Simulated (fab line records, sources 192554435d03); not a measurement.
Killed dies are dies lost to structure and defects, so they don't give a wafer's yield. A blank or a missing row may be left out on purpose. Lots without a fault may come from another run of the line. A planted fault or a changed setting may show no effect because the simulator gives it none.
fab line records | flow n5_finfet
record lots=4 wafers=12 last_day=15
route steps=1938 shown HKMG_FIN@409 BEOL_M4@1111 PASSIVATION@1936
lots that met no fault: from a run of the same line without faults
start_h: hours from the record's first day to the start of the lot's first wafer shown | wait_h: hours since the lot's step before | " the same as in the row above | L1.1+2: a row that stands for several wafers | - no value, or no start given | * or withheld: withheld | < > ~ a bound
route shown NAME@n: a module of which the file shows steps, and the number in the route of the first | usual: mean/standard deviation of fault-free wafers | same: alike in all rows | chamber/n: place in a boat | sites: the reading at each site | _std_site: their standard deviation | _edge_site: outer sites' mean less inner sites' | radius_mm: how far each site lies from the wafer's centre | mask NAME#n: copy n | behind: the tool/chamber that last shaped the wafer | hold: why the lot was held/for how many hours/how that ended | device: the transistor (n, p or np) that didn't switch | end of line: the same wafers' tests at the end of the route | a step without rows: its recipe alone | killed: dies lost to structure and defects at the first sort, not the wafer's yield | map: a wafer's dies, x killed, . not, _ none there
set.NAME: the setting as run; set.NAME@STEP: as run at that earlier step | model.NAME: the simulator's own value behind a step, which no gauge read
lots at some steps of the route; a table a step, a row a wafer
services: from which hour (start_h, from the record's first day; less than 0 if before it) a tool's chamber was out of use, for how many hours, and why
## steps
# step N5_HKMG_FIN_STRIP_60
# recipe chemistry=N2/H2 power_w=2500 temp_c=300 h2_frac=0.65 time_s=360 pressure_mtorr=withheld n2_flow_sccm=1750 h2_flow_sccm=3250
# step N5_HKMG_FIN_WET_ETCH_77
# recipe chemistry=dHCl mix=1:10000 temp_c=25 target=La2O3 stop_on=HfO2 target_depth_nm=2
# step N5_HKMG_FIN_WET_ETCH_78
# recipe chemistry=dNH4OH mix=1:50 temp_c=25 target=Al2O3 stop_on=La2O3 target_depth_nm=4.5 dry=ipa_marangoni rinse_time_s=30 rinse_temp_c=23
# step N5_HKMG_FIN_ALD_79
# recipe material=TiN target_thk_a=15 temp_c=400 ald_precursor_family=TiCl4 ald_co_reactant=NH3 pulse_time_s=1 purge_time_s=3 co_reactant_purge_time_s=2 co_reactant_pulse_time_s=2 ald_cycles=68 pressure_torr=3
# step N5_HKMG_FIN_CVD_62
# recipe material=a-Si target_thk_a=30 temp_c=500 precursor=Si2H6 pressure_torr=1 time_s=20.8
# step N5_HKMG_FIN_RTA_80
# recipe temp_c=withheld time_s=2 ambient=N2 idle_temp_c=600 ramp_up_c_per_s=150 ramp_down_c_per_s=60 cool_to_c=600
# step N5_HKMG_FIN_PRECLEAN_64
# recipe chemistry=dHF time_s=30 temp_c=25 dilution=withheld
# step N5_HKMG_FIN_WET_ETCH_65
# recipe chemistry=TMAH temp_c=70 conc_wt_pct=5 target=a-Si stop_on=TiN time_s=49 target_depth_nm=3
# step N5_HKMG_FIN_WET_ETCH_81
# recipe chemistry=SC1 target=TiN stop_on=HfO2 mix=1:1:5 temp_c=60 time_s=57 target_depth_nm=6
# step N5_HKMG_FIN_WET_ETCH_82
# recipe chemistry=dHCl mix=1:10000 temp_c=25 target=La2O3 stop_on=HfO2 target_depth_nm=2 dry=ipa_marangoni rinse_time_s=30 rinse_temp_c=23
# step N5_HKMG_FIN_ALD_36
# recipe material=TiN target_thk_a=10 temp_c=400 ald_precursor_family=TiCl4 ald_co_reactant=NH3 pulse_time_s=1 purge_time_s=3 co_reactant_purge_time_s=2 co_reactant_pulse_time_s=2 ald_cycles=47 pressure_torr=3
# step N5_HKMG_FIN_PWFM_ALD_03
# recipe material=TiN target_thk_a=20 temp_c=400 ald_precursor_family=TiCl4 ald_co_reactant=NH3 pulse_time_s=1 purge_time_s=3 co_reactant_purge_time_s=2 co_reactant_pulse_time_s=2 ald_cycles=91 pressure_torr=3
# usual ald_cycles=91/0 heater_power_outer_w=540/64 heater_power_w=885/110 precursor_pulse_height_rel=1.001/0.022
# columns lot.wafer tool chamber start_h wait_h ald_cycles heater_power_outer_w heater_power_w precursor_pulse_height_rel since_wet_clean_h model.TiN_of_HKMG_FIN_PWFM_ALD_03.thk_nm
L409.3 ald_metal-01 1 97.00 0.0 91 554 899 0.976 1298 2
L409.5 " 1 " " 91 546 905 0.992 - 2
L409.6 " 2 " " 91 611 999 1.006 - 2
L411.1 ald_metal-01 2 110.73 0.0 58 608 982 1.007 1312 1.2
L411.5 " 2 " " 91 595 1011 1.010 - 2
L411.6 " 1 " " 91 554 908 1.009 - 2
L413.2 ald_metal-01 2 123.56 0.0 58 621 1003 0.994 1325 1.2
L413.4 " 3 " " 91 484 808 0.982 1325 2
L413.5 " 3 " " 91 483 815 1.015 - 2
L421.1 ald_metal-04 2 172.60 0.0 91 473 773 0.986 2912 2
L421.5 " 2 " " 91 481 762 0.995 - 2
L421.6 " 3 " " 91 656 1138 0.974 - 2
# step N5_HKMG_FIN_COAT_29
# recipe resist=SOC temp_c=250 time_s=60 spin_rpm=1500 resist_thk_nm=300
# step N5_HKMG_FIN_COAT_30
# recipe resist=SiARC temp_c=220 time_s=60 spin_rpm=1500 resist_thk_nm=35
# step N5_HKMG_FIN_COAT_06
# recipe resist=CAR-ArF spin_rpm=1500 resist_thk_nm=90
# step N5_HKMG_FIN_EBR_08
# recipe solvent=PGMEA ebr_width_mm=1.5
# step N5_HKMG_FIN_SOFTBAKE_07
# recipe temp_c=110 time_s=60 resist=CAR-ArF
# step N5_HKMG_FIN_EXPOSE_09
# recipe mask_id=NWFM na=1.35 source_shape=conventional sigma_outer=0.8 polarization=unpolarized dose_mj=39.25
# step N5_HKMG_FIN_PEB_10
# recipe peb_temp_c=withheld peb_time_s=60 resist=CAR-ArF
# step N5_HKMG_FIN_DEVELOP_11
# recipe develop_time_s=30 developer=TMAH resist=CAR-ArF dev_temp_c=23 rinse_liquid=diw dry=air_spin
# step N5_HKMG_FIN_DESCUM_17
# recipe chemistry=O2 time_s=7.9 source_power_w=50 bias_power_w=20 pressure_mtorr=20 rf_frequency_hz=2.712e+07 temp_c=40 resist=CAR-ArF o2_flow_sccm=225
# step N5_HKMG_FIN_ETCH_31
# recipe chemistry=CF4 target=SiARC target_depth_a=455 mask_material=CAR-ArF time_s=75.8 ion_energy_ev=80 pressure_mtorr=40 source_w=545 bias_w=36 Ar_flow_sccm=100 cf4_flow_sccm=100 ends=cleared
# step N5_HKMG_FIN_ETCH_32
# recipe chemistry=N2/H2 target=SOC target_depth_a=2400 temp_c=40 time_s=300 ion_energy_ev=200 mask_material=SiARC pressure_mtorr=30 source_w=840 bias_w=150 n2_flow_sccm=200 h2_flow_sccm=200
# step N5_HKMG_FIN_STRIP_33
# recipe chemistry=N2/H2 temp_c=40 n2_flow_sccm=200 h2_flow_sccm=200 rf_frequency_hz=6e+07
# step N5_HKMG_FIN_STRIP_34
# recipe chemistry=CF4 resist=SiARC power_w=300 bias_power_w=75 pressure_mtorr=50 cf4_flow_sccm=150 rf_frequency_hz=6e+07
# step N5_HKMG_FIN_ETCH_35
# recipe chemistry=N2/H2 target=SOC target_depth_a=2158 ion_energy_ev=65 bias_w=5 source_w=3000 time_s=243.4 pressure_mtorr=30 n2_flow_sccm=200 h2_flow_sccm=200
# step N5_HKMG_FIN_STRIP_92
# recipe chemistry=N2/H2 material=SOC time_s=20 power_w=500 temp_c=40 pressure_mtorr=50 rf_frequency_hz=6e+07 bias_power_w=8 h2_frac=0.5 n2_flow_sccm=300 h2_flow_sccm=300
# step N5_HKMG_FIN_WET_ETCH_18
# recipe chemistry=SC1 target=TiN mix=1:1:5 temp_c=* time_s=55 target_depth_nm=5.2 dry=ipa_marangoni rinse_time_s=30 rinse_temp_c=23
# step N5_HKMG_FIN_STRIP_19
# recipe chemistry=N2/H2 power_w=2500 temp_c=300 h2_frac=0.65 time_s=360 pressure_mtorr=withheld n2_flow_sccm=1750 h2_flow_sccm=3250
# step N5_HKMG_FIN_ALD_91
# recipe material=TiN target_thk_a=10 temp_c=400 ald_precursor_family=TiCl4 ald_co_reactant=NH3 pulse_time_s=1 purge_time_s=3 co_reactant_purge_time_s=2 co_reactant_pulse_time_s=2 ald_cycles=47 pressure_torr=3
# step N5_HKMG_FIN_COAT_85
# recipe resist=SOC temp_c=250 time_s=60 spin_rpm=1500 resist_thk_nm=300
# step N5_HKMG_FIN_ETCH_86
# recipe chemistry=N2/H2 target=SOC target_depth_a=3932 stop_on=TiN ion_energy_ev=100 bias_w=61 pressure_mtorr=30 source_w=850 n2_flow_sccm=200 h2_flow_sccm=200
# step N5_HKMG_FIN_STRIP_89
# recipe chemistry=N2/H2 material=SOC time_s=20 power_w=500 temp_c=40 pressure_mtorr=50 rf_frequency_hz=6e+07 bias_power_w=8 h2_frac=0.5 n2_flow_sccm=300 h2_flow_sccm=300
# step N5_HKMG_FIN_WET_ETCH_87
# recipe chemistry=SC1 target=TiN mix=1:2:40 temp_c=50 time_s=154.2 target_depth_nm=4.7 dry=ipa_marangoni rinse_time_s=30 rinse_temp_c=23
# step N5_HKMG_FIN_STRIP_88
# recipe chemistry=N2/H2 power_w=2500 temp_c=300 h2_frac=0.65 time_s=360 pressure_mtorr=withheld n2_flow_sccm=1750 h2_flow_sccm=3250
# step N5_HKMG_FIN_NWFM_ALD_20
# recipe material=TiAlC target_thk_a=20 temp_c=300 ald_precursor_family=TiCl4 ald_co_reactant=TEA pulse_time_s=3 purge_time_s=2 co_reactant_purge_time_s=2 co_reactant_pulse_time_s=10 ald_cycles=7 pressure_torr=3
# step N5_HKMG_FIN_ALD_71
# recipe material=TiN target_thk_a=10 temp_c=400 ald_precursor_family=TiCl4 ald_co_reactant=NH3 pulse_time_s=1 purge_time_s=3 co_reactant_purge_time_s=2 co_reactant_pulse_time_s=2 ald_cycles=47 pressure_torr=3
# step N5_HKMG_FIN_COAT_66
# recipe resist=SOC temp_c=250 time_s=60 spin_rpm=1500 resist_thk_nm=300
# step N5_BEOL_M4_RC_MEAS_101
# usual DIBL_N=36.3/1.7 DIBL_P=36.5/1.8 IOFF_N=0.16/0.033 IOFF_P=0.21/0.037 IOFF_P_85C=3.7/0.52 IOFF_P_LIN=0.101/0.014 IOFF_P_LONG=0.000107/1e-05 ION_N=675/11 ION_P=462/7.9 SS_N=71.6/0.64 SS_P=73.3/0.68 VT_N=249/3.3 VT_P=-250/3.3 VT_P_LONG=-276/3.1 VT_P_LVT=-98.3/2.7
# columns lot.wafer tool chamber start_h wait_h DIBL_N[mV/V] DIBL_P[mV/V] IOFF_N[nA/um] IOFF_P[nA/um] IOFF_P_85C[nA/um] IOFF_P_LIN[nA/um] IOFF_P_LONG[nA/um] ION_N[uA/um] ION_P[uA/um] SS_N[mV/dec] SS_P[mV/dec] VT_N[mV] VT_P[mV] VT_P_LONG[mV] VT_P_LVT[mV]
L409.3 prober-01 0 183.02 0.3 38.1 37.8 0.19 0.26 4.2 0.116 0.000115 684 467 71.9 73.3 245 -249 -274 -96.3
L409.5 " 0 " " 38.4 38.6 0.19 0.27 4.4 0.120 0.000116 680 468 72.2 74.1 247 -247 -273 -95.7
L409.6 " 0 " " 36.8 36.7 0.16 0.23 3.9 0.110 0.000117 675 463 70.9 73.6 250 -248 -274 -97.1
L411.1 prober-01 0 202.13 0.0 36.6 38.1 0.19 0.08 1.6 0.037 6.2e-05 701 431 72.2 74.2 244 -278 -303 -126.6
L411.5 " 0 " " 38.7 40.4 0.23 0.30 4.8 0.127 0.000114 704 477 71.8 73.9 241 -246 -275 -96.4
L411.6 " 0 " " 35.0 35.7 0.15 0.20 3.5 0.097 0.000107 672 461 71.6 73.2 248 -252 -275 -99.3
L413.2 prober-02 0 207.73 0.2 32.4 33.5 0.11 0.06 1.2 0.029 6.5e-05 654 409 70.4 72.3 255 -284 -308 -132.6
L413.4 " 0 " " 35.0 35.8 0.14 0.20 3.5 0.097 0.00011 661 460 71.8 73.1 250 -249 -274 -100.6
L413.5 " 0 " " 36.4 37.2 0.16 0.22 3.7 0.101 0.000101 660 454 72.8 73.6 248 -251 -277 -99.8
L421.1 prober-02 0 258.55 0.0 38.2 36.6 0.16 0.17 3.2 0.082 9.1e-05 658 441 72.6 73.6 252 -257 -284 -105.0
L421.5 " 0 " " 37.6 36.9 0.15 0.18 3.3 0.085 9.5e-05 673 458 71.5 73.1 252 -254 -280 -104.4
L421.6 " 0 " " 36.9 35.5 0.14 0.17 3.1 0.081 9.1e-05 658 450 71.8 74.0 252 -255 -280 -104.3
# step N5_PASSIVATION_PROBE_49
# usual defect_limited_yield=91.3/1.5 killed_at_M0_to_M3=34/9.4 killed_at_M4_up=13/5.3 killed_at_contacts=13/5.7 killed_at_front_end=40/10 killed_at_other=3.7/2.8 killed_dies=103/17 killed_open=67/13 killed_short=35/8.5 sort_bin_5_function=5.0/0.98 sort_bin_6_memory=3.3/0.7 sort_bin_8_speed=0.00/0.007 sort_n_pass=1077/17 sort_yield_pct=91.3/1.5
# same gross_dies=1180 killed_at_back_side=0 sort_bin_4_leakage[%]=0
# columns lot.wafer tool chamber start_h wait_h defect_limited_yield[%] killed_at_M0_to_M3 killed_at_M4_up killed_at_contacts killed_at_front_end killed_at_other killed_dies killed_open killed_short sort_bin_5_function[%] sort_bin_6_memory[%] sort_bin_8_speed[%] sort_n_pass sort_yield_pct[%]
L409.3 prober-02 - 290.01 0.1 91.9 34 10 14 33 5 96 67 29 4.4 3.2 0 1084 91.9
L409.5 prober-02 - 290.11 0.2 91.3 46 6 10 31 10 103 68 35 4.9 3.3 0 1077 91.3
L409.6 prober-02 - 290.16 0.3 91.1 30 16 8 45 6 105 63 38 5.0 3.5 0 1075 91.1
L411.1 prober-01 - 307.59 0.0 92.8 26 13 12 31 3 85 45 39 3.2 3.1 17.63 887 75.2
L411.5 prober-01 - 307.79 0.2 92.6 24 26 11 24 2 87 61 26 4.7 2.5 0 1093 92.6
L411.6 prober-01 - 307.84 0.3 91.5 33 6 16 43 2 100 65 32 5.3 3.1 0 1080 91.5
L413.2 prober-01 - 316.09 0.1 89.3 32 18 18 57 1 126 73 49 7.4 2.3 89.24 1 0.1
L413.4 prober-01 - 316.19 0.2 92.8 20 14 14 34 3 85 51 32 4.0 3.1 0 1095 92.8
L413.5 prober-01 - 316.24 0.2 90.1 22 25 24 45 1 117 79 36 6.3 3.4 0 1063 90.1
L421.1 prober-02 - 370.08 0.2 91.4 32 23 17 24 5 101 75 26 5.2 3.2 0.08 1078 91.4
L421.5 prober-02 - 370.28 0.4 91.9 25 18 6 37 10 96 54 34 4.4 3.1 0 1084 91.9
L421.6 prober-02 - 370.33 0.4 93.6 28 14 3 29 2 76 51 25 4.2 2.3 0 1104 93.6
# killed by level:class
L409.3 MOL_CONTACT_COAG:geometric_particle:open=13 BEOL_M2:geometric_particle:open=12 FIN_SAQP:geometric_particle:open=10 STI_FIN_REVEAL:geometric_particle:open=9 BEOL_M0_SAQP:geometric_particle:short=8 FIN_SAQP:geometric_particle:short=7 BEOL_M4:geometric_particle:open=6 BEOL_M0_SAQP:geometric_particle:open=5
L409.5 BEOL_M0_SAQP:geometric_particle:open=18 BEOL_M0_SAQP:geometric_particle:short=14 STI_FIN_REVEAL:geometric_particle:open=10 BEOL_M1:geometric_particle:open=6 MOL_CONTACT_COAG:geometric_particle:open=6 FIN_SAQP:geometric_particle:open=5 FIN_SAQP:geometric_particle:short=4 ILD0:geometric_particle:open=4
L409.6 FIN_SAQP:geometric_particle:open=9 MOL_CONTACT_COAG:geometric_particle:open=8 BEOL_M0_SAQP:geometric_particle:open=7 BEOL_M0_SAQP:geometric_particle:short=6 BEOL_M2:geometric_particle:open=6 FIN_SAQP:geometric_particle:short=5 STARTING-WAFER:geometric_particle:short=5 STI_FIN_REVEAL:geometric_particle:open=4
L411.1 FIN_SAQP:geometric_particle:short=10 MOL_CONTACT_COAG:geometric_particle:open=8 BEOL_M2:geometric_particle:open=7 BEOL_M1:geometric_particle:short=6 BEOL_M1:geometric_particle:open=5 GATE_CUT:geometric_particle:short=5 BEOL_M0_SAQP:geometric_particle:short=5 FIN_SAQP:geometric_particle:open=4
L411.5 MOL_CONTACT_COAG:geometric_particle:open=10 BEOL_M1:geometric_particle:open=7 BEOL_M4:geometric_particle:open=7 FIN_SAQP:geometric_particle:short=6 BEOL_M0_SAQP:geometric_particle:open=6 BEOL_M2:geometric_particle:open=6 BEOL_M6:geometric_particle:open=6 STI_FIN_REVEAL:geometric_particle:open=5
L411.6 BEOL_M2:geometric_particle:open=12 FIN_SAQP:geometric_particle:short=11 MOL_CONTACT_COAG:geometric_particle:open=11 FIN_SAQP:geometric_particle:open=10 STI_FIN_REVEAL:geometric_particle:open=10 BEOL_M1:geometric_particle:open=7 MOL_CONTACT_COAG:geometric_particle:short=5 BEOL_M0_SAQP:geometric_particle:short=5
L413.2 FIN_SAQP:geometric_particle:short=19 MOL_CONTACT_COAG:geometric_particle:open=12 BEOL_M3:geometric_particle:open=11 BEOL_M0_SAQP:geometric_particle:open=7 FIN_SAQP:geometric_particle:open=6 MOL_CONTACT_COAG:geometric_particle:short=6 BEOL_M0_SAQP:geometric_particle:short=6 STI_FIN_REVEAL:geometric_particle:open=5
L413.4 MOL_CONTACT_COAG:geometric_particle:open=9 FIN_SAQP:geometric_particle:short=8 BEOL_M0_SAQP:geometric_particle:short=6 DUMMY_GATE:geometric_particle:open=5 MOL_CONTACT_COAG:geometric_particle:short=5 BEOL_M2:geometric_particle:open=5 FIN_SAQP:geometric_particle:open=4 STI_FIN_REVEAL:geometric_particle:open=4
L413.5 MOL_CONTACT_COAG:geometric_particle:open=19 BEOL_M4:geometric_particle:open=13 FIN_SAQP:geometric_particle:short=12 FIN_SAQP:geometric_particle:open=8 BEOL_M3:geometric_particle:open=7 ILD0:geometric_particle:open=6 MOL_CONTACT_COAG:geometric_particle:short=5 BEOL_M2:geometric_particle:open=5
L421.1 BEOL_M4:geometric_particle:open=17 MOL_CONTACT_COAG:geometric_particle:open=15 BEOL_M0_SAQP:geometric_particle:open=9 BEOL_M2:geometric_particle:open=8 FIN_SAQP:geometric_particle:open=7 STI_FIN_REVEAL:geometric_particle:open=6 FIN_SAQP:geometric_particle:short=4 BEOL_M3:geometric_particle:short=4
L421.5 BEOL_M0_SAQP:geometric_particle:open=9 BEOL_M3:geometric_particle:open=7 BEOL_M4:geometric_particle:open=6 HKMG_FIN:area_etch=6 FIN_SAQP:geometric_particle:short=5 STI_FIN_REVEAL:geometric_particle:short=4 MOL_CONTACT_COAG:geometric_particle:open=4 BEOL_M5:geometric_particle:open=4
L421.6 FIN_SAQP:geometric_particle:open=10 BEOL_M0_SAQP:geometric_particle:open=7 BEOL_M4:geometric_particle:open=7 BEOL_M0_SAQP:geometric_particle:short=6 STI_FIN_REVEAL:geometric_particle:open=4 STARTING-WAFER:geometric_particle:short=4 DUMMY_GATE:geometric_particle:open=3 MOL_CONTACT_COAG:geometric_particle:open=3
# map L411.6 (x killed, . not)
_________________............________________
______________.x....x.x.......x._____________
___________.....x....x.............__________
__________.....................x...._________
________.............................._______
_______.....x..............x......x....______
______..............x.....x............._____
_____..xx...............x................____
____......xx....x..x......................___
___............................x......x....__
___x...x...........................x..x....__
__.x.....x.....x...........x...............x_
__....................x....x...............x_
_...........x.......x.x.....x.........x......
_.x..x.......x...............................
_.....xx....x........x...................x.xx
_....x.xx.....x..........x...................
_.x........x..x..............................
_.....x........x..............x......x.......
_........x.............................x.....
_.....x...............x..x................x..
__..........................x......xx......._
__...........x..x..........x............x.x._
___....x............x......................__
___.................................x......__
____.........x..................x...x.....___
_____x............x.....x................____
______xx................................_____
_______........................x.x.....______
________......................x....x.._______
__________...x...xx................._________
___________.xx.............x.......__________
______________.....xx.x........._____________
_________________.....x..x...________________
# map L413.2 (x killed, . not)
_________________.........x.x________________
______________......x.x........x_____________
___________........................__________
__________.xx..x...x...x.x.........x_________
________......x...........xx..x.x....._______
_______.........x..x.........x.........______
______x.............x.......x...x......._____
_____..x......x............x......x......____
____..x...........................x.......___
___.x......x............x.............x....__
___................x.x.....................__
__..........x..........xx...........x..x...._
__..........x..........................x...._
_xx..x...........x......................x.x..
_.....x...x..................................
_x.................x..x...x.....x..x........x
_...x.......x.................xx.......x.....
_.x............xxx.....x.xx....x............x
_.........x....x.x.............x....x........
_x.xx.........x....x....x..............x.....
_.x.x.................................x......
__..x...........x..........x................_
__.......................x...........x......_
___.......x....xx................x..x......__
___....................................xx..__
____.x..............x........x............___
_____.........x.............x.....x......____
______...x.............xx..x..x......x.._____
_______...........xx.................x.______
________....x.....xx.............xx..._______
__________.........................._________
___________..................x.....__________
______________......x....x.x...._____________
_________________........xxx.________________
## services
# columns tool chamber start_h hours kind
ald_metal-04 - 73.82 0.7 repair
ald_metal-04 - 106.59 1.0 repair
## key
first_sign step=N5_HKMG_FIN_PWFM_ALD_03 reading=ald_cycles direction=down sigmas=99+ usual=* struck=*
effect step=N5_BEOL_M4_RC_MEAS_101 reading=VT_P_LVT direction=down sigmas=12 usual=-98.3 struck=-129.6
effect step=N5_BEOL_M4_RC_MEAS_101 reading=VT_P_LONG direction=down sigmas=9.8 usual=-276 struck=-306
effect step=N5_BEOL_M4_RC_MEAS_101 reading=VT_P direction=down sigmas=9.2 usual=-250 struck=-281
effect step=N5_BEOL_M4_RC_MEAS_101 reading=ION_P direction=down sigmas=5.4 usual=462 struck=420
effect step=N5_BEOL_M4_RC_MEAS_101 reading=IOFF_P_LIN direction=down sigmas=4.9 usual=0.101 struck=0.033
effect step=N5_BEOL_M4_RC_MEAS_101 reading=IOFF_P_85C direction=down sigmas=4.4 usual=3.7 struck=1.4
effect step=N5_BEOL_M4_RC_MEAS_101 reading=IOFF_P_LONG direction=down sigmas=4.3 usual=0.000107 struck=6.4e-05
effect step=N5_BEOL_M4_RC_MEAS_101 reading=IOFF_P direction=down sigmas=4 usual=0.21 struck=0.07
effect step=N5_PASSIVATION_PROBE_49 reading=sort_bin_8_speed direction=up sigmas=99+ usual=0.00 struck=53.43
model_effect step=N5_HKMG_FIN_PWFM_ALD_03 value=TiN_of_HKMG_FIN_PWFM_ALD_03.thk_nm without=2 struck=1.2
met_at N5_HKMG_FIN_PWFM_ALD_03
struck_wafers L411.1,L413.2
onset_between 97.00 110.73
fault kind=process_parameter_drift tool=ald_metal-01 chamber=- onset_h=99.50 steps=N5_HKMG_FIN_PWFM_ALD_03 channel=ald_cycles offset=* shape=step end_h=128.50 scope=struck_wafers_only acts_in=* stated=*
